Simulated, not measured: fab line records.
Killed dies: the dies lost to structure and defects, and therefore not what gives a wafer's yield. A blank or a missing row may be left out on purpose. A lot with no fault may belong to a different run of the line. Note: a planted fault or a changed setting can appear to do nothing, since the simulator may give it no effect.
2 desks, one fault	flow n5 finfet	only its own numbers are on each desk; what lay behind them is given at the end

== AT THE TOOL OWNER'S DESK: pecvd-02 ==
The tool's own readings at N5_BEOL_M9_DEP_56 (deposits SiCN from 3MS/NH3, target thk 15 nm, time 26.5 s): means of the sampled wafers that have a number, for each lot that ran on this tool. Any lot whose mean is over 4 standard deviations away from the usual mean is out of limits and marked OUT; that distance is given in the brackets.
Columns: A = showerhead plenum p Torr at N5_BEOL_M9_DEP_56, usual 3.669 Torr; B = throttle valve pct at N5_BEOL_M9_DEP_56, usual 9.0 %
lot	first seen here	A	B
L769	day 12 07:14	3.673	9.8
L774	day 14 01:24	3.666	9.3
L778	day 15 21:56	3.664	9.5
L779	day 16 06:46	3.665	8.9
L786	day 18 08:22	3.671	8.9
Result from this desk: across the 5 lots, nothing is out of limits.

== FROM THE METROLOGY DESK ==
What the gauges read for every lot (on any tool): the sampled wafers with a number, averaged. Any lot whose mean is over 4 standard deviations away from the usual mean is out of limits and marked OUT; that distance is given in the brackets.
Columns: A = M9_THK at N5_BEOL_M9_THK_MEAS_53, usual 139.7 nm; B = M9_RS at N5_BEOL_M9_RS_MEAS_57, usual 0.1518 ohm/sq
lot	first seen here	A	B
L769	day 12 07:10	139.7	0.1515
L774	day 14 01:20	142.3	0.1505
L778	day 15 21:53	136.7	0.1563
L779	day 16 06:40	139.9	0.1518
L785	day 17 14:44	139.9	0.1510
L786	day 18 08:19	138.7	0.1522
Result from this desk: across the 6 lots, nothing is out of limits.

== BROUGHT TOGETHER ==
Nothing out of limits was seen by the tool owner's desk.
The metrology desk saw nothing out of limits.

== WHAT THE SIMULATOR HAD PUT IN ==
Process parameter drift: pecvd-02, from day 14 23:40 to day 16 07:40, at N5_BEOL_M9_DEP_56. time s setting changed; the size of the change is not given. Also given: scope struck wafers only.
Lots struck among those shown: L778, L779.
